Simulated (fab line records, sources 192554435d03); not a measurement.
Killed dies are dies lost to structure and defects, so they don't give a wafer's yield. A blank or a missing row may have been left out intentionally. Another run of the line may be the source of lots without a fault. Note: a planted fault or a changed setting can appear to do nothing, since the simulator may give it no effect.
fab line records    flow n5Finfet
[record] lots = 7  wafers = 39
route steps=1938 shown FIN_SAQP@96 STI_FIN_REVEAL@190 DUMMY_GATE@228
startH: hours from the record's opening day to when the first of the lot's shown wafers began    waitH: time in hours since the lot's previous step    " the same as in the row above    L1.1+2: several wafers, shown together as one row    - no value present, or no start provided    * or withheld: withheld    < > ~ a bound
route shown NAME@n: names a module that has steps shown in the file, with the first one's number in the route    usual: the fault-free wafers' mean and standard deviation    same: alike in all rows    chamber/n: place in a boat    sites: readings site by site    _std_site: standard deviation of those values    _edge_site: the outer-site mean with the inner-site mean subtracted    radiusMm: how far each site lies from the wafer's centre    mask NAME#n: copy n    behind: the tool/chamber that last shaped the wafer    hold: reason for holding the lot/hours on hold/outcome of the hold    device: whichever transistor did not switch (one of n, p or np)    end of line: the same wafers' tests at the end of the route    for a step that has no rows: nothing shown but its recipe    killed: not the wafer's yield, but the dies lost to structure and defects at the first sort    map: shows each die of a wafer: x if killed, . if not, _ if none is there
set.NAME: the setting the step ran with; set.NAME@STEP: the setting that earlier step ran with    model.NAME: the simulator's own value behind a step, which no gauge read
one table per step and one row per wafer, for lots whose settings were changed on purpose
[[steps]]
[step N5_FIN_SAQP_HM_DEP_03]
[recipe] material = SiNx  targetThkA = 380  tempC = 400  precursor = SiH4/NH3/N2  pressureTorr = 1.5  rfW = 300  timeS = 33.6
lot.wafer  tool      chamber  startH  waitH  set.timeS  model.SiNx_of_FIN_SAQP_HM_DEP_03.thkNm
L074.1     pecvd-03  2        20.78   0.2    33.6       38.45
L074.2     "         1        "       "      33.6       38.88
L074.3     "         0        "       "      33.6       38.5
L074.4     "         1        "       "      29.22      33.77
L074.5     "         0        "       "      29.22      34.07
L074.6     "         2        "       "      29.22      33.41
L078.1     pecvd-03  0        44.36   0.2    37.98      43.22
L078.2     "         2        "       "      33.6       38.13
L078.3     "         1        "       "      33.6       38.53
L078.4     "         2        "       "      37.98      43.7
L078.5     "         0        "       "      33.6       38.93
L078.6     "         1        "       "      37.98      43.94
L079.1     pecvd-03  2        50.36   0.2    37.64      42.1
L079.2     "         0        "       "      33.6       38.22
L079.3     "         1        "       "      33.6       38.59
L079.4     "         2        "       "      37.64      43.07
L079.5     "         1        "       "      37.64      43.24
L079.6     "         0        "       "      33.6       38.76
L083.1     pecvd-03  2        75.50   0.2    33.6       38.36
L083.2     "         1        "       "      36.54      41.99
L083.3     "         0        "       "      33.6       38.56
L083.4     "         2        "       "      36.54      41.92
L083.5     "         1        "       "      33.6       39.17
L083.6     "         0        "       "      36.54      42.77
L087.1     pecvd-02  2        98.86   0.2    33.6       38.37
L087.2     "         0        "       "      33.6       38.3
L087.3     "         1        "       "      33.6       38.31
L087.4     "         2        "       "      36.36      42.34
L087.5     "         1        "       "      36.36      41.83
L087.6     "         0        "       "      36.36      41.69
L088.2     pecvd-03  1        106.48  0.2    33.6       38.53
L088.4     "         0        "       "      33.6       38.71
L088.5     "         2        "       "      33.6       38.72
L095.1     pecvd-03  0        147.60  0.2    33.6       37.81
L095.2     "         1        "       "      33.6       38.14
L095.3     "         2        "       "      36.04      40.58
L095.4     "         0        "       "      36.04      41.19
L095.5     "         2        "       "      36.04      41.04
L095.6     "         1        "       "      33.6       38.67
[step N5_FIN_SAQP_THK_MEAS_05]
[usual] thkNm = 38.2/0.55
lot.wafer  tool          chamber  startH  waitH  set.timeS@FIN_SAQP_HM_DEP_03  thkNm
L074.1     filmMetro-02  -        20.86   0.1    33.6                          38.4
L074.2     "             -        "       "      33.6                          38.8
L074.3     "             -        "       "      33.6                          38.5
L074.4     "             -        "       "      29.22                         33.7
L074.5     "             -        "       "      29.22                         34.1
L074.6     "             -        "       "      29.22                         33.5
L078.1     filmMetro-01  -        44.45   0.1    37.98                         43.2
L078.2     "             -        "       "      33.6                          38.2
L078.3     "             -        "       "      33.6                          38.5
L078.4     "             -        "       "      37.98                         43.7
L078.5     "             -        "       "      33.6                          38.9
L078.6     "             -        "       "      37.98                         44.0
L079.1     filmMetro-01  -        50.44   0.1    37.64                         42.1
L079.2     "             -        "       "      33.6                          38.3
L079.3     "             -        "       "      33.6                          38.6
L079.4     "             -        "       "      37.64                         43.1
L079.5     "             -        "       "      37.64                         43.2
L079.6     "             -        "       "      33.6                          38.7
L083.1     filmMetro-02  -        75.58   0.1    33.6                          38.4
L083.2     "             -        "       "      36.54                         42.0
L083.3     "             -        "       "      33.6                          38.6
L083.4     "             -        "       "      36.54                         41.9
L083.5     "             -        "       "      33.6                          39.1
L083.6     "             -        "       "      36.54                         42.8
L087.1     filmMetro-01  -        98.95   0.1    33.6                          38.4
L087.2     "             -        "       "      33.6                          38.3
L087.3     "             -        "       "      33.6                          38.3
L087.4     "             -        "       "      36.36                         42.3
L087.5     "             -        "       "      36.36                         41.8
L087.6     "             -        "       "      36.36                         41.7
L088.2     filmMetro-02  -        106.57  0.1    33.6                          38.5
L088.4     "             -        "       "      33.6                          38.7
L088.5     "             -        "       "      33.6                          38.7
L095.1     filmMetro-01  -        147.68  0.1    33.6                          37.8
L095.2     "             -        "       "      33.6                          38.2
L095.3     "             -        "       "      36.04                         40.6
L095.4     "             -        "       "      36.04                         41.2
L095.5     "             -        "       "      36.04                         41.1
L095.6     "             -        "       "      33.6                          38.6
[step N5_FIN_SAQP_PECVD_47]
[recipe] material = a-Si  targetThkA = 450  tempC = 400  precursor = SiH4/He  pressureTorr = 3  rfW = 100  timeS = 36.3
[step N5_FIN_SAQP_PECVD_48]
[recipe] material = SiNx  targetThkA = 250  tempC = 400  precursor = SiH4/NH3/N2  pressureTorr = 1.5  rfW = 300  timeS = 22.1
[step N5_FIN_SAQP_ETCH_57]
[recipe] chemistry = CH3F/O2  target = SiNx  maskMaterial = SiO2  targetDepthA = 325  timeS = 46.4  pressureMtorr = 30  sourceW = 395  biasW = 73  Ar_flow_sccm = 150  CH3F_flow_sccm = 30  O2_flow_sccm = 20  ionEnergyEv = 120  ends = cleared
[step N5_FIN_SAQP_ETCH_65]
[recipe] chemistry = CF4  target = SiO2  targetDepthA = 40  ionEnergyEv = 350  timeS = 4.4  pressureMtorr = 10  icpW = 800  biasW = 400  cf4FlowSccm = 80
[step N5_FIN_SAQP_MANDREL_ETCH_58]
[recipe] chemistry = HBr/Cl2  target = a-Si  targetDepthA = 450  btTimeS = 10  stopOn = SiNx  maskMaterial = SiO2  overEtchFrac = 0.8  timeS = 27  pressureMtorr = 10  icpW = 800  biasW = 75  HBr_flow_sccm = 150  Cl2_flow_sccm = 80  ends = endPoint
lot.wafer  tool      chamber  startH  waitH  set.timeS@FIN_SAQP_HM_DEP_03  model.SiNx_of_FIN_SAQP_HM_DEP_03.thkNm
L074.1     rieSi-01  2        23.94   0.0    33.6                          38.45
L074.2     "         1        "       "      33.6                          38.88
L074.3     "         0        "       "      33.6                          38.4
L074.4     "         3        "       "      29.22                         33.8
L074.5     "         0        "       "      29.22                         34
L074.6     "         1        "       "      29.22                         33.41
L078.1     rieSi-02  2        48.12   0.0    37.98                         43
L078.2     "         1        "       "      33.6                          38
L078.3     "         0        "       "      33.6                          38.53
L078.4     "         3        "       "      37.98                         43.7
L078.5     "         0        "       "      33.6                          38.93
L078.6     "         3        "       "      37.98                         43.94
L079.1     rieSi-02  0        53.51   0.0    37.64                         42.1
L079.2     "         1        "       "      33.6                          38.2
L079.3     "         2        "       "      33.6                          38.4
L079.4     "         3        "       "      37.64                         43.07
L079.5     "         3        "       "      37.64                         43.24
L079.6     "         2        "       "      33.6                          38.6
L083.1     rieSi-02  3        79.83   0.0    33.6                          38.36
L083.2     "         0        "       "      36.54                         41.99
L083.3     "         2        "       "      33.6                          38.4
L083.4     "         1        "       "      36.54                         41.8
L083.5     "         1        "       "      33.6                          39.2
L083.6     "         2        "       "      36.54                         42.6
L087.1     rieSi-01  1        102.12  0.0    33.6                          38.37
L087.2+3   "         3,0      "       "      33.6                          38.2
L087.4     "         2        "       "      36.36                         42.34
L087.5     "         2        "       "      36.36                         41.83
L087.6     "         3        "       "      36.36                         41.6
L088.2     rieSi-03  1        110.12  0.0    33.6                          38.6
L088.4     "         0        "       "      33.6                          38.71
L088.5     "         0        "       "      33.6                          38.72
L095.1     rieSi-01  1        150.81  0.0    33.6                          37.81
L095.2     "         2        "       "      33.6                          38.14
L095.3     "         0        "       "      36.04                         40.4
L095.4     "         3        "       "      36.04                         41.2
L095.5     "         3        "       "      36.04                         41
L095.6     "         0        "       "      33.6                          38.6
[step N5_FIN_SAQP_RECESS_63]
[recipe] chemistry = HF/NH3  target = SiO2  targetDepthA = 180  afsCycles = 3  tempC = 30  sublimationTempC = 180  sublimationTimeS = 60
[step N5_FIN_SAQP_COAT_68]
[recipe] resist = SOC  tempC = 250  timeS = 60  spinRpm = 1500  resistThkNm = 100
[step N5_FIN_SAQP_MANDREL2_REMOVE_60]
[recipe] chemistry = HBr/Cl2/O2  btTimeS = 10  target = a-Si  stopOn = SiNx  endpoint = OES-SiCl  overEtchFrac = 1  icpW = 600  biasW = 22  HBr_flow_sccm = 150  Cl2_flow_sccm = 80  O2_flow_sccm = 5  pressureMtorr = 10
[step N5_FIN_SAQP_HM_OPEN_33]
[recipe] chemistry = CH3F/O2  target = SiNx  maskMaterial = SiO2  targetDepthA = 494  timeS = 70.6  pressureMtorr = 30  sourceW = 395  biasW = 73  Ar_flow_sccm = 150  CH3F_flow_sccm = 30  O2_flow_sccm = 20  ionEnergyEv = 120  ends = cleared
[usual] etchRfOnTimeS = 69.3/1.5
lot.wafer  tool        chamber  startH  waitH  set.timeS@FIN_SAQP_HM_DEP_03  etchRfOnTimeS  model.etch.depthNm
L074.1     rieDiel-03  2        25.37   0.1    33.6                          69.9           37.83
L074.2     "           3        "       "      33.6                          71.2           38.25
L074.3     "           0        "       "      33.6                          68.4           37.77
L074.4     "           1        "       "      29.22                         61.2           33.09
L074.5     "           1        "       "      29.22                         62.1           33.34
L074.6     "           2        "       "      29.22                         60.8           32.78
L078.1     rieDiel-06  0        49.74   0.1    37.98                         77.8           42.39
L078.2     "           3        "       "      33.6                          69.6           37.45
L078.3     "           1        "       "      33.6                          69.6           37.9
L078.4     "           2        "       "      37.98                         76.2           43.07
L078.5     "           1        "       "      33.6                          69.9           38.3
L078.6     "           2        "       "      37.98                         76.4           43.31
L079.1     rieDiel-01  1        54.92   0.0    37.64                         78.8           41.48
L079.2     "           2        "       "      33.6                          70.9           37.54
L079.3     "           3        "       "      33.6                          68.1           37.77
L079.4     "           0        "       "      37.64                         79.0           42.45
L079.5     "           1        "       "      37.64                         80.7           42.61
L079.6     "           0        "       "      33.6                          70.0           37.93
L083.1     rieDiel-01  0        81.26   0.1    33.6                          70.0           37.74
L083.2     "           2        "       "      36.54                         79.2           41.36
L083.3     "           1        "       "      33.6                          70.6           37.74
L083.4     "           2        "       "      36.54                         79.3           41.24
L083.5     "           1        "       "      33.6                          72.5           38.49
L083.6     "           0        "       "      36.54                         78.0           41.95
L087.1     rieDiel-06  1        103.53  0.0    33.6                          69.0           37.74
L087.2     "           3        "       "      33.6                          69.6           37.62
L087.3     "           2        "       "      33.6                          67.5           37.58
L087.4     "           0        "       "      36.36                         76.5           41.71
L087.5     "           3        "       "      36.36                         76.2           41.2
L087.6     "           2        "       "      36.36                         74.1           41
L088.2     rieDiel-03  2        112.09  0.2    33.6                          71.6           37.89
L088.4     "           3        "       "      33.6                          71.1           38.08
L088.5     "           3        "       "      33.6                          71.7           38.09
L095.1     rieDiel-06  3        152.24  0.0    33.6                          69.6           37.19
L095.2     "           1        "       "      33.6                          69.1           37.51
L095.3     "           2        "       "      36.04                         71.8           39.85
L095.4     "           0        "       "      36.04                         74.6           40.5
L095.5     "           2        "       "      36.04                         72.4           40.36
L095.6     "           3        "       "      33.6                          71.4           37.94
[step N5_STI_FIN_REVEAL_ETCHBACK_08]
[recipe] chemistry = C4F6/O2  target = SiO2  targetDepthA = 305  timeS = 10.167  ionEnergyEv = 250  pressureMtorr = 30  sourceW = 345  biasW = 185  Ar_flow_sccm = 300  C4F6_flow_sccm = 10  O2_flow_sccm = 10
lot.wafer         tool        chamber      startH  waitH  set.targetDepthA
L074.1+3+5        rieDiel-01  2,3,3        33.65   0.2    338.1
L074.2+4+6        "           0,1,2        "       "      305
L078.1+3+5        rieDiel-03  2,0,2        57.93   0.4    305
L078.2+4+6        "           3,1,1        "       "      331.6
L079.1+2+6        rieDiel-06  0,2,1        62.64   0.2    319.7
L079.3+4+5        "           1,3,2        "       "      305
L083.1+4+6        rieDiel-03  0,2,0        89.38   0.2    305
L083.2+3+5        "           1,3,3        "       "      341.4
L087.1+2+3+4+5+6  rieDiel-03  3,0,2,1,2,1  111.96  0.3    305
L088.2+4+5        rieDiel-03  2,0,1        119.62  0.2    305
L095.1+5+6        rieDiel-06  2,0,3        159.78  0.2    305
L095.2+3+4        "           0,3,1        "       "      285
[step N5_STI_FIN_REVEAL_STRIP_24]
[recipe] chemistry = N2/H2  timeS = 90  powerW = 100  tempC = 40  pressureMtorr = 100  rfFrequencyHz = 6e+07  biasPowerW = 3  n2FlowSccm = 300  h2FlowSccm = 300
[step N5_STI_FIN_REVEAL_PRECLEAN_25]
[recipe] chemistry = SPM  timeS = 90  tempC = 120  mix = 4:1
[step N5_STI_FIN_REVEAL_SRD_23]
[recipe] dry = ipaMarangoni  timeS = 30  tempC = 23  rinseLiquid = diw
[step N5_STI_FIN_REVEAL_FIN_H_MEAS_10]
[usual] trenchDepthNm = 52.0/0.78
lot.wafer  tool    chamber  startH  waitH  set.targetDepthA@STI_FIN_REVEAL_ETCHBACK_08  trenchDepthNm
L074.1     ocd-02  -        36.75   0.0    338.1                                        54.3
L074.2     "       -        "       "      305                                          51.8
L074.3     "       -        "       "      338.1                                        56.5
L074.4     "       -        "       "      305                                          51.7
L074.5     "       -        "       "      338.1                                        56.3
L074.6     "       -        "       "      305                                          51.3
L078.1     ocd-01  -        60.90   0.0    305                                          50.4
L078.2     "       -        "       "      331.6                                        52.8
L078.3     "       -        "       "      305                                          51.2
L078.4     "       -        "       "      331.6                                        53.0
L078.5     "       -        "       "      305                                          50.2
L078.6     "       -        "       "      331.6                                        53.2
L079.1     ocd-02  -        65.59   0.0    319.7                                        52.8
L079.2     "       -        "       "      319.7                                        54.4
L079.3     "       -        "       "      305                                          51.6
L079.4     "       -        "       "      305                                          51.9
L079.5     "       -        "       "      305                                          52.9
L079.6     "       -        "       "      319.7                                        53.1
L083.1     ocd-02  -        92.34   0.0    305                                          50.5
L083.2     "       -        "       "      341.4                                        53.8
L083.3     "       -        "       "      341.4                                        53.9
L083.4     "       -        "       "      305                                          50.3
L083.5     "       -        "       "      341.4                                        54.1
L083.6     "       -        "       "      305                                          51.3
L087.1     ocd-01  -        114.91  0.0    305                                          51.7
L087.2     "       -        "       "      305                                          52.5
L087.3     "       -        "       "      305                                          51.9
L087.4     "       -        "       "      305                                          51.4
L087.5     "       -        "       "      305                                          51.6
L087.6     "       -        "       "      305                                          51.2
L088.2     ocd-02  -        122.57  0.0    305                                          51.8
L088.4     "       -        "       "      305                                          53.3
L088.5     "       -        "       "      305                                          52.0
L095.1     ocd-01  -        162.73  0.0    305                                          53.7
L095.2     "       -        "       "      285                                          50.2
L095.3     "       -        "       "      285                                          50.2
L095.4     "       -        "       "      285                                          50.7
L095.5     "       -        "       "      305                                          52.6
L095.6     "       -        "       "      305                                          52.2
[step N5_DUMMY_GATE_EXPOSE_12]
[recipe] maskId = GATE  na = 0.33  sourceShape = annular  sigmaInner = 0.2  sigmaOuter = 0.6  polarization = unpolarized  targetCdNm = 25  doseMj = 34
lot.wafer         tool           chamber  startH  waitH  mask    set.doseMj
L074.1+4+6        euvScanner-02  0        45.41   -      GATE#0  34
L074.2+3+5        "              0        "       "      GATE#0  31.54
L078.1+3+4        euvScanner-01  0        69.94   -      GATE#0  34
L078.2+5+6        "              0        "       "      GATE#0  32.24
L079.1+3+5        euvScanner-01  0        74.06   -      GATE#0  31.31
L079.2+4+6        "              0        "       "      GATE#0  34
L083.1+2+3+4+5+6  euvScanner-02  0        106.05  -      GATE#0  34
L087.1+3+4        euvScanner-01  0        123.57  -      GATE#0  34
L087.2+5+6        "              0        "       "      GATE#0  32.07
L088.2+4+5        euvScanner-02  0        131.33  -      GATE#0  34
L095.1+3+4        euvScanner-02  0        171.36  -      GATE#0  35.11
L095.2+5+6        "              0        "       "      GATE#0  34
[step N5_DUMMY_GATE_PEB_13]
[recipe] pebTempC = 100  pebTimeS = 60  resist = CAR-EUV
[step N5_DUMMY_GATE_DEVELOP_14]
[recipe] developTimeS = 30  developer = TMAH  resist = CAR-EUV  rinseLiquid = surfactantRinse  dry = airSpin  devTempC = 23
[step N5_DUMMY_GATE_CD_MEAS_15]
[recipe] targetCdNm = 25.8  landingEnergyEv = 500  detector = seInlens
[usual] cdNm = 24.95/0.25
lot.wafer  tool      chamber  startH  waitH  set.doseMj@DUMMY_GATE_EXPOSE_12  cdNm
L074.1     cdSem-01  0        45.53   -      34                               25.54
L074.2     "         0        "       "      31.54                            26.63
L074.3     "         0        "       "      31.54                            26.87
L074.4     "         0        "       "      34                               25.12
L074.5     "         0        "       "      31.54                            26.53
L074.6     "         0        "       "      34                               25.20
L078.1     cdSem-03  0        70.06   -      34                               24.64
L078.2     "         0        "       "      32.24                            26.05
L078.3     "         0        "       "      34                               25.47
L078.4     "         0        "       "      34                               25.02
L078.5     "         0        "       "      32.24                            25.87
L078.6     "         0        "       "      32.24                            26.08
L079.1     cdSem-01  0        74.19   -      31.31                            26.59
L079.2     "         0        "       "      34                               24.92
L079.3     "         0        "       "      31.31                            26.62
L079.4     "         0        "       "      34                               24.67
L079.5     "         0        "       "      31.31                            26.19
L079.6     "         0        "       "      34                               24.88
L083.1     cdSem-02  0        106.18  -      34                               24.75
L083.2     "         0        "       "      34                               24.83
L083.3     "         0        "       "      34                               24.76
L083.4     "         0        "       "      34                               24.99
L083.5     "         0        "       "      34                               24.35
L083.6     "         0        "       "      34                               24.81
L087.1     cdSem-01  0        123.70  -      34                               25.03
L087.2     "         0        "       "      32.07                            25.91
L087.3     "         0        "       "      34                               24.97
L087.4     "         0        "       "      34                               25.01
L087.5     "         0        "       "      32.07                            26.00
L087.6     "         0        "       "      32.07                            25.73
L088.2     cdSem-01  0        131.46  -      34                               24.89
L088.4     "         0        "       "      34                               25.77
L088.5     "         0        "       "      34                               24.76
L095.1     cdSem-02  0        171.48  -      35.11                            24.16
L095.2     "         0        "       "      34                               24.39
L095.3     "         0        "       "      35.11                            24.10
L095.4     "         0        "       "      35.11                            24.14
L095.5     "         0        "       "      34                               25.02
L095.6     "         0        "       "      34                               24.74
[step N5_DUMMY_GATE_STRIP_38]
[recipe] chemistry = N2/H2  tempC = 40  n2FlowSccm = 200  h2FlowSccm = 200  rfFrequencyHz = 6e+07
[step N5_DUMMY_GATE_STRIP_39]
[recipe] chemistry = N2/H2  tempC = 40  n2FlowSccm = 200  h2FlowSccm = 200  rfFrequencyHz = 6e+07
[step N5_DUMMY_GATE_TRIM_49]
[recipe] chemistry = O2  resist = SOC  timeS = 29  targetCdNm = 14  sourcePowerW = 300  biasPowerW = 0  O2_flow_sccm = 100  tempC = 20
lot.wafer  tool      chamber  startH  waitH  set.doseMj@DUMMY_GATE_EXPOSE_12  model.DUMMY_GATE.cdNm
L074.1     rieSi-06  3        45.99   0.0    34                               13.6
L074.2     "         0        "       "      31.54                            15.2
L074.3     "         1        "       "      31.54                            15.4
L074.4     "         3        "       "      34                               14
L074.5     "         0        "       "      31.54                            15
L074.6     "         1        "       "      34                               13.4
L078.1     rieSi-05  2        70.42   0.0    34                               14.4
L078.2+6   "         0,2      "       "      32.24                            15
L078.3+4   "         1,0      "       "      34                               14
L078.5     "         1        "       "      32.24                            14.8
L079.1     rieSi-06  0        74.55   0.0    31.31                            15.8
L079.2+6   "         3,2      "       "      34                               14.4
L079.3+5   "         2,3      "       "      31.31                            16
L079.4     "         1        "       "      34                               14
L083.1+2   rieSi-05  0,2      106.88  0.0    34                               14
L083.3+5   "         1        "       "      34                               13.6
L083.4     "         3        "       "      34                               13.4
L083.6     "         2        "       "      34                               14.2
L087.1     rieSi-06  1        124.29  0.0    34                               14.2
L087.2     "         2        "       "      32.07                            15.6
L087.3     "         3        "       "      34                               14
L087.4     "         0        "       "      34                               13.4
L087.5+6   "         0,1      "       "      32.07                            14.8
L088.2     rieSi-05  3        131.81  0.0    34                               13.4
L088.4     "         2        "       "      34                               14.4
L088.5     "         0        "       "      34                               14
L095.1     rieSi-04  3        171.92  0.0    35.11                            12.6
L095.2     "         1        "       "      34                               13.4
L095.3     "         2        "       "      35.11                            13.4
L095.4     "         0        "       "      35.11                            13
L095.5     "         0        "       "      34                               13.8
L095.6     "         1        "       "      34                               13.2
[step N5_DUMMY_GATE_STRIP_40]
[recipe] chemistry = CF4  resist = SiARC  powerW = 300  biasPowerW = 75  pressureMtorr = 50  cf4FlowSccm = 150  rfFrequencyHz = 6e+07
[step N5_DUMMY_GATE_ETCH_23]
[recipe] chemistry = HBr/Cl2/O2  HBr_flow_sccm = 150  Cl2_flow_sccm = 80  O2_flow_sccm = 12  biasW = 102  targetDepthA = 410  timeS = 22.3  target = poly-Si  maskMaterial = SiO2  pressureMtorr = 10  icpW = 800
[step N5_DUMMY_GATE_ETCH_44]
[recipe] chemistry = HBr/O2  overEtchFrac = 0.7  targetDepthA = 1275  stopOn = SiO2  ionEnergyEv = 60  biasW = 20  target = poly-Si  maskMaterial = SiO2  pressureMtorr = 20  icpW = 400  HBr_flow_sccm = 120  O2_flow_sccm = 10
[step N5_DUMMY_GATE_CD_MEAS_24]
[recipe] targetCdNm = 15
[usual] cdNm = 15.0/0.43
lot.wafer  tool      chamber  startH  waitH  set.doseMj@DUMMY_GATE_EXPOSE_12  cdNm
L074.1     cdSem-03  -        46.92   0.1    34                               14.4
L074.2     "         -        "       "      31.54                            16.2
L074.3     "         -        "       "      31.54                            16.3
L074.4     "         -        "       "      34                               15.1
L074.5     "         -        "       "      31.54                            16.2
L074.6     "         -        "       "      34                               14.3
L078.1     cdSem-02  -        71.06   0.1    34                               15.3
L078.2     "         -        "       "      32.24                            15.9
L078.3     "         -        "       "      34                               15.0
L078.4     "         -        "       "      34                               15.1
L078.5     "         -        "       "      32.24                            15.5
L078.6     "         -        "       "      32.24                            16.3
L079.1     cdSem-03  -        75.23   0.1    31.31                            17.2
L079.2     "         -        "       "      34                               15.3
L079.3     "         -        "       "      31.31                            16.5
L079.4     "         -        "       "      34                               15.7
L079.5     "         -        "       "      31.31                            16.6
L079.6     "         -        "       "      34                               15.0
L083.1     cdSem-03  -        107.61  0.1    34                               15.4
L083.2     "         -        "       "      34                               15.2
L083.3     "         -        "       "      34                               14.7
L083.4     "         -        "       "      34                               14.4
L083.5     "         -        "       "      34                               15.1
L083.6     "         -        "       "      34                               14.8
L087.1     cdSem-01  -        124.95  0.1    34                               14.8
L087.2     "         -        "       "      32.07                            16.2
L087.3     "         -        "       "      34                               15.2
L087.4     "         -        "       "      34                               14.5
L087.5     "         -        "       "      32.07                            16.1
L087.6     "         -        "       "      32.07                            15.6
L088.2     cdSem-03  -        132.46  0.1    34                               14.4
L088.4     "         -        "       "      34                               15.1
L088.5     "         -        "       "      34                               14.9
L095.1     cdSem-03  -        172.57  0.1    35.11                            13.5
L095.2     "         -        "       "      34                               14.4
L095.3     "         -        "       "      35.11                            14.6
L095.4     "         -        "       "      35.11                            14.1
L095.5     "         -        "       "      34                               14.8
L095.6     "         -        "       "      34                               14.1
[[key]]
[split] step = N5_FIN_SAQP_HM_DEP_03  setting = timeS  stated = 33.6  by = wafer
[response] step = N5_FIN_SAQP_HM_DEP_03  reading = model.SiNx_of_FIN_SAQP_HM_DEP_03.thkNm  change = +0.384  per = 1%  r = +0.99
[response] step = N5_FIN_SAQP_THK_MEAS_05  reading = thkNm  change = *  per = 1%  r = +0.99
[response] step = N5_FIN_SAQP_MANDREL_ETCH_58  reading = model.SiNx_of_FIN_SAQP_HM_DEP_03.thkNm  change = +0.385  per = 1%  r = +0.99
[response] step = N5_FIN_SAQP_HM_OPEN_33  reading = etchRfOnTimeS  change = *  per = 1%  r = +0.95
[response] step = N5_FIN_SAQP_HM_OPEN_33  reading = model.etch.depthNm  change = +0.386  per = 1%  r = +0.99
[split] step = N5_STI_FIN_REVEAL_ETCHBACK_08  setting = targetDepthA  stated = 305  by = wafer
[response] step = N5_STI_FIN_REVEAL_FIN_H_MEAS_10  reading = trenchDepthNm  change = +0.314  per = 1%  r = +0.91
[split] step = N5_DUMMY_GATE_EXPOSE_12  setting = doseMj  stated = 34  by = wafer
[response] step = N5_DUMMY_GATE_CD_MEAS_15  reading = cdNm  change = -0.189  per = 1%  r = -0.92
[response] step = N5_DUMMY_GATE_TRIM_49  reading = model.DUMMY_GATE.cdNm  change = -0.199  per = 1%  r = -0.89
[response] step = N5_DUMMY_GATE_CD_MEAS_24  reading = cdNm  change = -0.187  per = 1%  r = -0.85
